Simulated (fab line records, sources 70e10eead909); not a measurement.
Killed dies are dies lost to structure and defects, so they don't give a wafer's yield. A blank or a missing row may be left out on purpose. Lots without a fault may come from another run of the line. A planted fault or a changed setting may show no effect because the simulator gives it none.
Which tool did it? | flow nand_harc | 12 lots, 36 wafers sampled, at 5 steps of a route of 1302

WHAT THE GAUGES READ, wafer by wafer
NHARC_END_SORT_01.
lot  | measured     | on        | killed_at_array | killed_at_other | killed_at_periphery | killed_dies | killed_open | killed_short
L240 | day 25 00:46 | prober-02 | 44 53 39        | 0 0 1           | 4 3 5               | 48 56 45    | 0 3 6       | 2 2 4
L243 | day 27 01:40 | prober-02 | 674 672 671     | 0 0 0           | 3 5 6               | 677 677 677 | 3 0 3       | 2 2 2
L245 | day 27 05:46 | prober-01 | 664 671 668     | 2 2 1           | 11 4 8              | 677 677 677 | 9 5 2       | 5 3 5
L253 | day 30 01:58 | prober-01 | 47 63 65        | 0 0 2           | 2 1 0               | 49 64 67    | 5 5 0       | 3 2 5
L255 | day 30 19:19 | prober-02 | 79 78 89        | 3 2 1           | 6 4 4               | 88 84 94    | 3 4 5       | 2 2 1
L254 | day 30 19:20 | prober-01 | 31 15           | 1 0             | 6 1                 | 38 16       | 6 2         | 3 1
L256 | day 32 20:58 | prober-02 | 37 25 34        | 0 1 3           | 4 8 8               | 41 34 45    | 3 1 2       | 3 3 2
L258 | day 33 03:28 | prober-01 | 79 77 39        | 1 1 1           | 1 3 4               | 81 81 44    | 5 4 1       | 0 1 1

WHICH TOOL RAN EACH LOT (tool, then ch and the chambers of the sampled wafers, then the start)
lot  | NHARC_A_STAIRCASE_STRIP_175          | NHARC_A_STAIRCASE_ETCH_188         | NHARC_A_STAIRCASE_ETCH_190                    | NHARC_A_STAIRCASE_TRIM_196
L239 | plasma_asher-02 ch 0,1, day 16 04:51 | rie_diel-10 ch 0,2, day 16 06:38   | rie_diel-10 ch 0,2,3, day 16 07:38 or earlier | rie_diel-05 ch 1,3, day 16 07:38
L240 | plasma_asher-02 ch 0,1, day 16 15:43 | rie_diel-04 ch 2,3, day 16 17:19   | rie_diel-04 ch 0,2, day 16 18:14 or earlier   | rie_diel-10 ch 0,1,2, day 16 18:14
L242 | plasma_asher-01 ch 0,1, day 16 21:27 | rie_diel-04 ch 1,2,3, day 16 23:04 | rie_diel-04 ch 0,1,3, day 17 00:03 or earlier | rie_diel-05 ch 1,2,3, day 17 00:03
L243 | plasma_asher-01 ch 0,1, day 17 21:11 | rie_diel-04 ch 0,2,3, day 17 22:56 | rie_diel-04 ch 0,2,3, day 18 02:39 or earlier | rie_diel-04 ch 0,1,3, day 18 02:39
L245 | plasma_asher-02 ch 0,1, day 18 08:46 | rie_diel-04 ch 0,1,3, day 18 10:19 | rie_diel-04 ch 0,1,3, day 18 11:11 or earlier | rie_diel-04 ch 1,3, day 18 11:11
L252 | plasma_asher-01 ch 0,1, day 21 14:52 | rie_diel-04 ch 0,2, day 21 16:30   | rie_diel-04 ch 0,1, day 21 17:29 or earlier   | rie_diel-10 ch 0,1, day 21 17:29
L253 | plasma_asher-02 ch 0,1, day 21 15:08 | rie_diel-05 ch 0,1,3, day 21 16:52 | rie_diel-05 ch 1,2,3, day 21 17:46 or earlier | rie_diel-05 ch 2,3, day 21 17:46
L255 | plasma_asher-02 ch 0,1, day 22 12:25 | rie_diel-10 ch 0,3, day 22 14:11   | rie_diel-10 ch 0,3, day 22 15:02 or earlier   | rie_diel-10 ch 2,3, day 22 15:02
L254 | plasma_asher-02 ch 0,1, day 22 13:12 | rie_diel-04 ch 1,3, day 22 14:58   | rie_diel-04 ch 0,1,3, day 22 15:50 or earlier | rie_diel-04 ch 0,1,2, day 22 15:50
L256 | plasma_asher-01 ch 0,1, day 23 18:14 | rie_diel-04 ch 0,1,2, day 23 19:57 | rie_diel-04 ch 1,2,3, day 23 20:49 or earlier | rie_diel-04 ch 0,1,3, day 23 20:49
L258 | plasma_asher-01 ch 0,1, day 24 04:47 | rie_diel-05 ch 0,1,2, day 24 06:27 | rie_diel-05 ch 1,2, day 24 07:19 or earlier   | rie_diel-05 ch 2,3, day 24 07:19
L261 | plasma_asher-02 ch 0,1, day 25 09:40 | rie_diel-04 ch 2,3, day 25 11:25   | rie_diel-04 ch 0,1,3, day 25 12:25 or earlier | rie_diel-04 ch 1,2,3, day 25 12:25
- NHARC_A_STAIRCASE_STRIP_175: strips in O2.
- NHARC_A_STAIRCASE_ETCH_188: etches the open film in C4F8/O2, target depth 100 nm, time 40.5 s.
- NHARC_A_STAIRCASE_ETCH_190: etches the open film in C4F8/O2, target depth 100 nm, time 40.5 s.
- NHARC_A_STAIRCASE_TRIM_196: chemistry O2, time 211.2 s.

WHAT THE TOOLS THEMSELVES READ (means of the sampled wafers that have a number; where no wafer has one, the mark that the record gives instead)
NHARC_A_STAIRCASE_STRIP_175.
lot  | tool            | drypump_motor_current_A (A) | heater_power_w (W) | temp_c (C)
L239 | plasma_asher-02 | 6.12                        | 399                | 249.77
L240 | plasma_asher-02 | 6.10                        | 399                | 250.13
L242 | plasma_asher-01 | 5.57                        | 323                | 249.84
L243 | plasma_asher-01 | 5.61                        | 332                | 250.15
L245 | plasma_asher-02 | 6.09                        | 392                | 250.15
L252 | plasma_asher-01 | 5.56                        | 326                | 250.16
L253 | plasma_asher-02 | 6.09                        | 407                | 249.80
L255 | plasma_asher-02 | 6.10                        | 399                | 249.78
L254 | plasma_asher-02 | 6.09                        | 401                | 250.19
L256 | plasma_asher-01 | 5.56                        | 340                | 250.01
L258 | plasma_asher-01 | 5.62                        | 347                | 250.04
L261 | plasma_asher-02 | 6.09                        | 410                | 249.89

NHARC_A_STAIRCASE_ETCH_188.
lot  | tool        | oes_product_au (a.u.) | rf_vpp_V (V) | run_length_s (s)
L239 | rie_diel-10 | 0.935                 | 887          | 62.1
L240 | rie_diel-04 | 0.947                 | 892          | 61.4
L242 | rie_diel-04 | 0.958                 | 895          | 61.2
L243 | rie_diel-04 | 0.950                 | 891          | 39.9
L245 | rie_diel-04 | 0.958                 | 895          | 40.1
L252 | rie_diel-04 | 0.956                 | 888          | 61.5
L253 | rie_diel-05 | 0.913                 | 898          | 61.9
L255 | rie_diel-10 | 0.938                 | 892          | 62.2
L254 | rie_diel-04 | 0.945                 | 899          | 61.3
L256 | rie_diel-04 | 0.948                 | 891          | 61.7
L258 | rie_diel-05 | 0.953                 | 894          | 61.8
L261 | rie_diel-04 | 0.952                 | 892          | 61.5

NHARC_A_STAIRCASE_ETCH_190.
lot  | tool        | oes_product_au (a.u.) | rf_vpp_V (V) | run_length_s (s)
L239 | rie_diel-10 | 0.939                 | 891          | 62.2
L240 | rie_diel-04 | 0.957                 | 888          | 61.8
L242 | rie_diel-04 | 0.949                 | 896          | 61.2
L243 | rie_diel-04 | 0.948                 | 892          | 61.7
L245 | rie_diel-04 | 0.957                 | 895          | 61.4
L252 | rie_diel-04 | 0.935                 | 892          | 61.4
L253 | rie_diel-05 | 0.942                 | 896          | 61.9
L255 | rie_diel-10 | 0.953                 | 890          | 62.0
L254 | rie_diel-04 | 0.951                 | 894          | 61.5
L256 | rie_diel-04 | 0.952                 | 895          | 61.4
L258 | rie_diel-05 | 0.953                 | 891          | 62.1
L261 | rie_diel-04 | 0.946                 | 894          | 61.4

NHARC_A_STAIRCASE_TRIM_196.
lot  | tool        | drypump_motor_current_A (A) | oes_product_au (a.u.) | rf_vpp_V (V) | showerhead_plenum_p_Torr (Torr) | throttle_valve_pct (%)
L239 | rie_diel-05 | 5.5                         | 0.988                 | 57.5         | 3.67                            | 17.039
L240 | rie_diel-10 | 5.6                         | 0.993                 | 57.5         | 3.42                            | 17.035
L242 | rie_diel-05 | 5.5                         | 0.998                 | 58.4         | 3.56                            | 17.033
L243 | rie_diel-04 | 6.2                         | 1.010                 | 57.5         | 3.52                            | 17.041
L245 | rie_diel-04 | 6.6                         | 1.015                 | 57.7         | 3.62                            | 17.033
L252 | rie_diel-10 | 5.5                         | 0.987                 | 58.3         | 3.52                            | 17.035
L253 | rie_diel-05 | 5.6                         | 0.995                 | 57.0         | 3.55                            | 17.031
L255 | rie_diel-10 | 5.7                         | 1.002                 | 57.2         | 3.35                            | 17.027
L254 | rie_diel-04 | 5.9                         | 1.001                 | 57.2         | 3.40                            | 17.034
L256 | rie_diel-04 | 6.2                         | 1.008                 | 57.4         | 3.49                            | 17.035
L258 | rie_diel-05 | 5.6                         | 0.993                 | 58.5         | 3.65                            | 17.031
L261 | rie_diel-04 | 6.3                         | 1.020                 | 58.0         | 3.49                            | 17.039

THE ANSWER, worked out from the rows above alone
Rule: what is usual is taken from the lots themselves. Put in order of their means at a reading, lots are off if they are a third of the lots or fewer, leave a main group of 4 or more, and stand apart from it by a gap of 3 or more times the standard deviation of the main group's means; of several such gaps the widest counts. A main group whose means are all the same, to the digits that the tables above print for the reading, isn't used. A lot without any number at a reading at which 4 lots or more have one is off too. The other lots that the step has rows for count as sound. The gauges are gone through in route order, then the tools' own readings, and for those a lot's mean is taken as printed above. The first step at which some lot is off is used, and at that step the reading that is off furthest; a lot without a number counts as furthest.
Off: L243, L245, at NHARC_END_SORT_01 (killed_dies). The main group: mean 56, standard deviation 20. Neither off nor sound, because the step has no rows for them: L239, L242, L252, L261.
A tool fits if, at a process step before that reading, it ran every lot that is off, and no sound lot after the first of them. The gauges at NHARC_END_SORT_01 aren't tried: what is off there is off at NHARC_A_STAIRCASE_ETCH_188 too, on other tools, and a gauge's error can't cause that. NHARC_A_STAIRCASE_ETCH_190 gives no start for some lots, so the hours and the order of its lots are those of NHARC_A_STAIRCASE_TRIM_196. None of those tried fits.

WHAT THE SIMULATOR HAD PUT IN
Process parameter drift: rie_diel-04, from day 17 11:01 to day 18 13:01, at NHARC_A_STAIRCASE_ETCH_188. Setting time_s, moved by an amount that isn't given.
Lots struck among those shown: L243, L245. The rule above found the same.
